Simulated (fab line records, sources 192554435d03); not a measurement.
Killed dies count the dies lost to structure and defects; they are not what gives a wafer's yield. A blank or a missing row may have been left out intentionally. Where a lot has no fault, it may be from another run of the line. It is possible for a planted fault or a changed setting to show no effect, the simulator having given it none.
fab line records    flow n5Finfet
record lots=12  wafers=35  lastDay=17
route steps=1938 shown BEOL_M8@1398 BEOL_M9@1401 PASSIVATION@1936
lots that met no fault: from a run of the same line without faults
startH: hours from the record's first day to the start of the lot's first wafer shown    waitH: hours from the lot's prior step to this one    " same as the row above    L1.1+2: a row that stands for several wafers    - value missing, or start not given    * or withheld: withheld    < > ~ a bound
route shown NAME@n: a module of which the file shows steps, and the number in the route of the first    usual: the fault-free wafers' mean and standard deviation    same: alike in all rows    chamber/n: place in a boat    sites: each site's reading    _std_site: the values' standard deviation    _edge_site: inner sites' mean taken away from outer sites' mean    radiusMm: how far each site lies from the wafer's centre    mask NAME#n: copy n    behind: the tool/chamber that last shaped the wafer    hold: why the lot went on hold/how many hours it stayed there/how the hold came to an end    device: the n, p or np transistor that did not switch    end of line: tests run on the same wafers once the route is complete    a step without rows: its recipe alone    killed: at the first sort, the dies lost to defects and structure; wafer yield is something else    map: dies across one wafer; x = killed, . = not, _ = none there
set.NAME: the setting that was run; set.NAME@STEP: the one run at that earlier step    model.NAME: the simulator's own value behind a step, which no gauge read
route steps across a sampled set of lots; one table per step, one row per wafer
services: from which hour (startH, from the record's first day; less than 0 if before it) a tool's chamber was out of use, for how many hours, and why
## steps
# step N5_BEOL_M8_DEP_56
# recipe material=SiCN  targetThkA=100  tempC=withheld  precursor=3MS/NH3  pressureTorr=3  rfW=202  timeS=17.5
# usual showerheadPlenumPTorr=3.668/0.01  throttleValvePct=9.2/0.63
lot.wafer  tool      chamber  startH  waitH  showerheadPlenumPTorr  throttleValvePct
L911.1     pecvd-02  1        206.45  0.0    3.657                  8.8
L911.2     "         0        "       "      3.669                  9.2
L911.4     "         1        "       "      3.664                  8.9
L918.1     pecvd-04  1        236.79  0.0    3.678                  9.6
L918.5     "         2        "       "      3.664                  8.4
L918.6     "         0        "       "      3.678                  9.7
L916.1     pecvd-01  1        240.14  0.0    3.665                  10.7
L916.3     "         2        "       "      3.654                  8.6
L916.4     "         1        "       "      3.659                  10.4
L919.3     pecvd-04  2        247.87  0.0    3.665                  8.2
L919.4     "         0        "       "      3.680                  9.9
L919.6     "         1        "       "      3.684                  9.8
L923.1     pecvd-01  1        294.19  0.0    3.661                  10.2
L923.3     "         0        "       "      3.654                  9.2
L923.4     "         2        "       "      3.657                  8.6
L928.2     pecvd-04  2        297.48  0.0    3.658                  8.5
L928.3     "         2        "       "      3.671                  8.5
L928.5     "         2        "       "      3.664                  8.5
L927.1     pecvd-04  1        302.68  0.0    3.683                  9.5
L927.4     "         2        "       "      3.669                  8.4
L927.6     "         1        "       "      3.680                  9.7
L925.3     pecvd-04  0        305.79  0.0    3.674                  9.8
L925.6     "         1        "       "      3.677                  9.8
L929.4     pecvd-02  1        322.53  0.0    3.666                  8.9
L929.5     "         0        "       "      3.660                  8.9
L929.6     "         2        "       "      3.682                  8.6
L931.1     pecvd-04  1        329.31  0.0    3.684                  9.8
L931.4     "         2        "       "      3.669                  8.4
L931.6     "         1        "       "      3.667                  9.8
L932.1     pecvd-01  0        349.92  0.0    3.667                  9.1
L932.3     "         1        "       "      3.662                  10.2
L932.4     "         2        "       "      3.662                  8.8
L934.3     pecvd-02  2        350.98  0.0    3.675                  9.0
L934.4     "         0        "       "      3.651                  9.1
L934.6     "         2        "       "      3.682                  9.1
# step N5_BEOL_M9_ILD_DEP_00
# recipe material=SiCOH_lowk  targetThkA=3085.1  tempC=300  precursor=DEMS/porogen  pressureTorr=5  rfW=500  timeS=58
# usual heaterPowerW=326/35  showerheadPlenumPTorr=5.739/0.016  throttleValvePct=13.8/0.69
lot.wafer  tool      chamber  startH  waitH  heaterPowerW  showerheadPlenumPTorr  throttleValvePct
L911.1     pecvd-03  2        206.58  0.0    342           5.755                  13.9
L911.2     "         1        "       "      325           5.766                  13.2
L911.4     "         2        "       "      265           5.764                  13.9
L918.1     pecvd-01  2        236.92  0.0    303           5.734                  13.1
L918.5     "         0        "       "      311           5.734                  13.8
L918.6     "         2        "       "      322           5.739                  13.1
L916.1     pecvd-03  2        240.27  0.0    277           5.749                  14.0
L916.3     "         0        "       "      316           5.731                  14.3
L916.4     "         0        "       "      310           5.723                  14.2
L919.3     pecvd-03  2        248.00  0.0    282           5.743                  13.7
L919.4     "         1        "       "      339           5.768                  13.4
L919.6     "         2        "       "      304           5.754                  14.2
L923.1     pecvd-01  0        294.32  0.0    334           5.714                  14.0
L923.3     "         1        "       "      372           5.738                  16.0
L923.4     "         0        "       "      355           5.726                  13.7
L928.2     pecvd-01  1        297.63  0.0    382           5.732                  15.8
L928.3     "         2        "       "      312           5.729                  13.4
L928.5     "         1        "       "      387           5.748                  15.4
L927.1     pecvd-02  2        302.82  0.0    281           5.754                  13.4
L927.4     "         0        "       "      353           5.736                  13.9
L927.6     "         2        "       "      280           5.738                  13.6
L925.3     pecvd-03  1        305.93  0.0    333           5.749                  13.2
L925.6     "         0        "       "      308           5.714                  14.1
L929.4     pecvd-01  0        322.67  0.1    314           5.729                  14.0
L929.5     "         2        "       "      251           5.743                  12.9
L929.6     "         0        "       "      332           5.734                  13.7
L931.1     pecvd-02  2        329.44  0.0    288           5.762                  13.7
L931.4     "         2        "       "      308           5.753                  13.6
L931.6     "         1        "       "      318           5.734                  13.4
L932.1     pecvd-01  1        350.05  0.0    374           5.727                  15.5
L932.3     "         2        "       "      288           5.742                  13.1
L932.4     "         0        "       "      374           5.731                  13.7
L934.3     pecvd-02  1        351.11  0.0    339           5.716                  13.5
L934.4     "         2        "       "      278           5.763                  13.8
L934.6     "         0        "       "      350           5.717                  14.0
# step N5_BEOL_M9_CD_MEAS_18
# recipe pitchNm=140  targetCdNm=70
# usual cdNm=69.9/0.6
lot.wafer  tool      chamber  startH  waitH  cdNm
L911.1     cdSem-03  -        210.90  0.0    71.1
L911.2     "         -        "       "      69.6
L911.4     "         -        "       "      70.4
L918.1     cdSem-02  -        239.41  0.0    69.9
L918.5     "         -        "       "      69.6
L918.6     "         -        "       "      70.6
L916.1     cdSem-01  -        242.52  0.0    70.2
L916.3     "         -        "       "      69.7
L916.4     "         -        "       "      69.9
L919.3     cdSem-03  -        252.04  0.1    70.2
L919.4     "         -        "       "      70.1
L919.6     "         -        "       "      70.1
L923.1     cdSem-02  -        298.02  0.0    70.1
L923.3     "         -        "       "      69.2
L923.4     "         -        "       "      69.4
L928.2     cdSem-01  -        301.80  0.1    69.1
L928.3     "         -        "       "      69.4
L928.5     "         -        "       "      68.9
L927.1     cdSem-03  -        305.31  0.0    69.6
L927.4     "         -        "       "      70.5
L927.6     "         -        "       "      70.6
L925.3     cdSem-01  -        307.88  0.1    68.5
L925.6     "         -        "       "      69.7
L929.4     cdSem-03  -        325.39  0.0    70.3
L929.5     "         -        "       "      69.9
L929.6     "         -        "       "      70.4
L931.1     cdSem-02  -        332.33  0.0    68.6
L931.4     "         -        "       "      69.2
L931.6     "         -        "       "      69.9
L932.1     cdSem-02  -        355.56  0.0    70.3
L932.3     "         -        "       "      70.7
L932.4     "         -        "       "      70.6
L934.3     cdSem-02  -        355.60  0.1    70.5
L934.4     "         -        "       "      69.4
L934.6     "         -        "       "      70.3
# step N5_BEOL_M9_COAT_22
# recipe resist=CAR-EUV  spinRpm=1500  resistThkNm=30
# usual spinSpeedRpm=1500.1/0.85
lot.wafer  tool           chamber  startH  waitH  spinSpeedRpm
L911.1     lithoTrack-03  0        214.93  -      1499.4
L911.2     "              0        "       "      1499.6
L911.4     "              0        "       "      1499.4
L918.1     lithoTrack-03  0        239.73  -      1498.4
L918.5     "              0        "       "      1500.7
L918.6     "              0        "       "      1500.0
L916.1     lithoTrack-03  0        242.62  -      1499.1
L916.3     "              0        "       "      1499.7
L916.4     "              0        "       "      1500.6
L919.3     lithoTrack-01  0        255.65  -      1498.3
L919.4     "              0        "       "      1499.1
L919.6     "              0        "       "      1500.2
L923.1     lithoTrack-03  0        298.92  -      1500.7
L923.3     "              0        "       "      1500.9
L923.4     "              0        "       "      1501.5
L928.2     lithoTrack-04  0        301.94  -      1499.4
L928.3     "              0        "       "      1499.2
L928.5     "              0        "       "      1500.1
L927.1     lithoTrack-03  0        305.36  -      1453.6
L927.4     "              0        "       "      1451.9
L927.6     "              0        "       "      1454.7
L925.3     lithoTrack-03  0        308.11  -      1454.3
L925.6     "              0        "       "      1455.1
L929.4     lithoTrack-01  0        326.24  -      1500.1
L929.5     "              0        "       "      1500.1
L929.6     "              0        "       "      1498.6
L931.1     lithoTrack-04  0        332.48  -      1499.2
L931.4     "              0        "       "      1500.3
L931.6     "              0        "       "      1501.0
L932.1     lithoTrack-01  0        357.10  -      1498.6
L932.3     "              0        "       "      1499.8
L932.4     "              0        "       "      1499.5
L934.3     lithoTrack-04  0        357.10  -      1499.3
L934.4     "              0        "       "      1501.4
L934.6     "              0        "       "      1499.9
# step N5_PASSIVATION_PROBE_49
# usual defectLimitedYield=91.6/1.2  killed_at_M0_to_M3=33/9.4  killed_at_M4_up=13/5.2  killedAtContacts=13/5.6  killedAtFrontEnd=37/9.5  killedAtOther=4/3.1  killedDies=99/15  killedOpen=65/11  killedShort=32/7.5  sort_bin_5_function=4.9/0.77  sort_bin_6_memory=3.1/0.65  sortNPass=1081/15  sortYieldPct=91.6/1.2
# same grossDies=1180  killedAtBackSide=0  sort_bin_4_leakage[%]=0  sort_bin_8_speed[%]=0
lot.wafer  tool       chamber  startH  waitH  defectLimitedYield[%]  killed_at_M0_to_M3  killed_at_M4_up  killedAtContacts  killedAtFrontEnd  killedAtOther  killedDies  killedOpen  killedShort  sort_bin_5_function[%]  sort_bin_6_memory[%]  sortNPass  sortYieldPct[%]
L925.3     prober-02  -        374.46  0.1    90.5                   43                  18               12                39                0              112         80          31           5.3                     4.0                   1068       90.5
L925.6     prober-02  -        374.61  0.3    91.2                   43                  14               10                35                2              104         57          46           5.0                     3.4                   1076       91.2
# killed by level:class
L925.3 BEOL_M4:geometricParticle:open=12 FIN_SAQP:geometricParticle:open=11 MOL_CONTACT_COAG:geometricParticle:open=11 BEOL_M0_SAQP:geometricParticle:open=9 BEOL_M1:geometricParticle:open=8 SPACER0:geometricParticle:open=7 BEOL_M0_SAQP:geometricParticle:short=7 BEOL_M1:geometricParticle:short=4
L925.6 BEOL_M0_SAQP:geometricParticle:short=12 BEOL_M0_SAQP:geometricParticle:open=11 FIN_SAQP:geometricParticle:open=9 MOL_CONTACT_COAG:geometricParticle:open=8 BEOL_M3:geometricParticle:open=7 SPACER0:geometricParticle:open=6 BEOL_M1:geometricParticle:open=6 FIN_SAQP:geometricParticle:short=5
## services
tool           chamber  startH  hours  kind
pecvd-04       0        192.99  2.1    scheduledDown
pecvd-04       2        202.38  -      clean
pecvd-04       2        202.38  -      consumableReplace:showerhead
pecvd-04       2        202.38  29.0   scheduledDown
pecvd-04       2        202.38  29.0   ventCycle
pecvd-01       1        216.04  4.4    repair
pecvd-02       0        216.74  2.1    scheduledDown
pecvd-02       -        228.51  0.7    repair
lithoTrack-01  -        238.30  -      consumableReplace:filter
pecvd-01       2        259.72  5.5    scheduledDown
pecvd-03       0        262.20  2.1    scheduledDown
pecvd-04       -        275.15  6.0    pm
pecvd-02       2        276.66  6.6    repair
pecvd-02       -        286.30  0.9    repair
pecvd-01       1        290.76  2.1    scheduledDown
pecvd-04       1        292.53  5.5    scheduledDown
pecvd-03       -        311.16  3.1    repair
pecvd-01       1        320.58  8.3    repair
pecvd-01       0        329.59  2.1    scheduledDown
## key
firstSign step=N5_BEOL_M9_COAT_22  reading=spinSpeedRpm  direction=down  sigmas=54  usual=*  struck=*
effect none on later readings
metAt N5_BEOL_M9_COAT_22
struckLots L925,L927
notActingAt N5_BEOL_M8_DEP_56,N5_BEOL_M9_ILD_DEP_00,N5_BEOL_M9_CD_MEAS_18
onsetBetween 298.92 305.36
fault kind=processParameterDrift  tool=lithoTrack-03  chamber=-  onsetH=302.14  steps=N5_BEOL_M9_COAT_22  channel=spinRpm  offset=*  shape=step  endH=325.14  actsIn=*  stated=*
